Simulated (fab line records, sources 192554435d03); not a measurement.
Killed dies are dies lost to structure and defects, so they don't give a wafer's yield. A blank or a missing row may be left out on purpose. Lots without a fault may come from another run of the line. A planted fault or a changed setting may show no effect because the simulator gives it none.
A struck lot beside a sound one | flow n5_finfet | 19 steps out of a route of 1938
Sound: wafers L678.2, L678.4, L678.6. Struck: wafers L673.1, L673.3, L673.6. The cause comes at the end.
At each step with rows: each side's tool, then ch and its chambers, then its first start. Under that, the readings that differ: sound wafers | struck wafers | difference of the means | sigmas: that difference in standard deviations of wafers without a fault.
alike: readings whose means differ by less than 2 such deviations, and words and numbers that are the same on both sides. not compared: withheld readings, readings that some wafer has no value for, bounds like >300 that may hide the same value, and numbers for which the record gives no deviation and whose values overlap.
The two part at a step that has a row with sigmas, a row that says differs or no value, or rows on one side only. Numbers that don't overlap but have no deviation are shown without sigmas and don't part them. A reading that every wafer of one side lacks parts them only if that side has two wafers or more.

N5_BEOL_M1_INSPECT_30: inspects for defects (brightfield).
  sound on defect_inspect-01, day 10 01:15; struck on defect_inspect-02, day 8 20:07
  alike: raw_defect_count
N5_BEOL_M1_DESCUM_33: chemistry O2, time 7 s.
  sound on rie_diel-03 ch 1,3, day 10 01:28; struck on rie_diel-03 ch 1,2,3, day 8 20:09
  alike: drypump_motor_current_A, oes_product_au, rf_vpp_V, showerhead_plenum_p_Torr, throttle_valve_pct
  not compared: rf_hours_counter_h
N5_BEOL_M1_ETCH_77: etches underlayer in N2/H2, target depth 6.5 nm, time 5.2 s.
  sound on rie_diel-03 ch 1,3, day 10 01:29; struck on rie_diel-03 ch 1,2,3, day 8 20:11
  alike: bias_w, drypump_motor_current_A, etch_rf_on_time_s, n2_flow_sccm, oes_product_au, rf_fwd_power_W, rf_vpp_V, showerhead_plenum_p_Torr, throttle_valve_pct
  not compared: rf_hours_counter_h
N5_BEOL_M1_ETCH_69: etches SiARC in CF4, target depth 15.6 nm, time 26 s.
  sound on rie_diel-03 ch 1,3, day 10 01:31; struck on rie_diel-03 ch 1,2,3, day 8 20:12
  alike: bias_w, cf4_flow_sccm, drypump_motor_current_A, etch_rf_on_time_s, oes_product_au, rf_fwd_power_W, rf_vpp_V, showerhead_plenum_p_Torr, throttle_valve_pct
  not compared: rf_hours_counter_h
N5_BEOL_M1_ALD_98: deposits SiO2, target thk 2.5 nm, pulse time 1 s, co reactant pulse time 1 s.
  sound on ald_sin-01 ch 0,1,3, day 10 01:41; struck on ald_sin-01 ch 0,2, day 8 20:46
  alike: heater_power_w, precursor_pulse_height_rel
then, 4 steps without rows for these wafers: N5_BEOL_M1_ETCHBACK_99 (etches SiO2 in CHF3, target depth 5 nm, time 10.4 s); N5_BEOL_M1_ETCH_70 (etches SOC in N2/H2, target depth 80 nm, overetch 16 nm, time 120 s); N5_BEOL_M1_STRIP_71 (strips in N2/H2); N5_BEOL_M1_STRIP_78 (strips in N2/H2).
N5_BEOL_M1_VIA_ETCH_34: etches the open film in C4F6/O2, target depth 67.8 nm, time 64.4 s.
  sound on rie_diel-03 ch 1,2,3, day 10 04:41; struck on rie_diel-06 ch 0,1,2, day 9 00:23
  alike: bias_w, drypump_motor_current_A, oes_f_703_au, oes_o_777_au, oes_product_au, rf_fwd_power_W, rf_vpp_V, showerhead_plenum_p_Torr, throttle_valve_pct
  not compared: rf_hours_counter_h
then, 2 steps without rows for these wafers: N5_BEOL_M1_STRIP_83 (strips in C4F6/O2); N5_BEOL_M1_STRIP_36 (strips in N2/H2).
N5_BEOL_M1_TRENCH_ETCH_37: etches SiOC in C4F6/O2, target depth 55.207 nm, time 29 s.
  sound on rie_diel-03 ch 1,2,3, day 10 04:46; struck on rie_diel-06 ch 0,1,2, day 9 00:29
  reading                             | sound             | struck            | difference | sigmas
  oes_f_703_au (a.u.)                 | 0.82 0.84 0.69    | 0.52 0.60 0.49    | -0.25      | -3
  oes_o_777_au (a.u.)                 | 0.84 0.82 0.71    | 0.52 0.62 0.50    | -0.24      | -3
  rf_fwd_power_W (W)                  | 345.9 351.8 351.3 | 263.8 263.9 265.9 | -85.1      | -43
  rf_vpp_V (V)                        | 664 647 637       | 778 746 748       | +108       | +8
  model.BEOL_M1.feature_depth_nm (nm) | 54.4 54.4 52.6    | 48.8 49.4 47      | -5.4       |
  model.etch.depth_nm (nm)            | 54.39 54.4 52.6   | 48.87 49.46 47.09 | -5.32      |
  alike: bias_w, drypump_motor_current_A, oes_product_au, showerhead_plenum_p_Torr, throttle_valve_pct
  not compared: rf_hours_counter_h
then, 2 steps without rows for these wafers: N5_BEOL_M1_ETCH_41 (etches SiCN in CH3F/O2, target depth 31.9 nm, time 57.8 s); N5_BEOL_M1_STRIP_97 (strips in N2/H2, time 10 s).
N5_BEOL_M1_OCD_MEAS_38:
  sound on ocd-01, day 10 04:56; struck on ocd-02, day 9 00:38
  reading              | sound          | struck         | difference | sigmas
  trench_depth_nm (nm) | 54.5 53.8 52.7 | 48.8 49.1 47.3 | -5.3       | -4
then, 1 step without rows for these wafers: N5_BEOL_M1_HM_STRIP_39 (strips TiN in peroxide tin strip, target depth 25 nm, time 158 s).
N5_BEOL_M4_RC_MEAS_101:
  sound on prober-02 ch 0, day 11 23:28; struck on prober-01 ch 0, day 10 11:31
  alike: DIBL_N, DIBL_P, IOFF_N, IOFF_P, ION_N, ION_P, SS_N, SS_P, VT_N, VT_P
-- the record jumps here: 4 days lie between the struck wafers' starts before and after (it left off in module BEOL_M4 and takes up again in module PASSIVATION, whose first step shown is number 1936 of the route) --
N5_PASSIVATION_PROBE_49:
  sound on prober-02, day 16 03:18; struck on prober-02, day 14 12:52
  alike: defect_limited_yield, killed_at_M0_to_M3, killed_at_M4_up, killed_at_contacts, killed_at_front_end, killed_at_other, killed_dies, killed_open, killed_short, sort_bin_5_function, sort_bin_6_memory, sort_bin_8_speed, sort_n_pass, sort_yield_pct

WHERE THEY PART
First at N5_BEOL_M1_TRENCH_ETCH_37; last, within this record, at N5_BEOL_M1_OCD_MEAS_38. Later steps at which nothing parts them and some readings are alike: N5_BEOL_M4_RC_MEAS_101, N5_PASSIVATION_PROBE_49.

WHY: what the simulator had put in
Process parameter drift: rie_diel-06, from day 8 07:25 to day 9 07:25, at N5_BEOL_M1_TRENCH_ETCH_37. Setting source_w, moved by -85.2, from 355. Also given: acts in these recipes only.
